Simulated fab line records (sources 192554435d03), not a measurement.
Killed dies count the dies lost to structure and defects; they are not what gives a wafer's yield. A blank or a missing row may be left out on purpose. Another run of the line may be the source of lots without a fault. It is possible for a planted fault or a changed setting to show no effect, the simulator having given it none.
Chamber matching | flow n5-finfet | N5_BEOL_M3_VIA_ETCH_34 on rie-diel-03 has 4 sister chambers
The step etches the open film in C4F6/O2, target depth 69.4 nm, time 65.9 s. 4 wafers are shown with their chamber, then 7 later ones without.

## WAFERS WITH THEIR CHAMBER
wafer  | chamber | drypump-motor-current-A (A)
L088.4 | 2       | 5.7
L092.4 | 0       | 5.3
L091.1 | 3       | 6.7
L091.2 | 1       | 4.8

## WAFERS MISSING THEIR CHAMBER
wafer  | drypump-motor-current-A (A)
L091.6 | 4.7
L093.2 | 4.8
L093.4 | 5.3
L093.5 | 4.8
L096.1 | 6.6
L096.2 | 5.7
L096.3 | 5.3

## THE CHAMBER EACH PASSED THROUGH
wafer  | from the rows above | in truth
L091.6 | 1                   | 1
L093.2 | 1                   | 1
L093.4 | 0                   | 0
L093.5 | 1                   | 1
L096.1 | 3                   | 3
L096.2 | 2                   | 2
L096.3 | 0                   | 0
Placed correctly: 7 of 7. Not placeable from these rows: 0. Wrongly placed: 0.
How it was worked out, from the rows above alone: a wafer's distance from a chamber is the root of the sum, over the readings, of the square of ((its reading less the chamber's mean) divided by the reading's scatter). The wafer belongs to the nearest chamber; if the next one is less than 2 further off, it can't be placed. For every chamber, the mean is computed from those of its wafers that are shown. The scatter (one wafer shown for each chamber): square how far every hidden wafer sits from the nearest shown wafer, average those squares and take the square root.
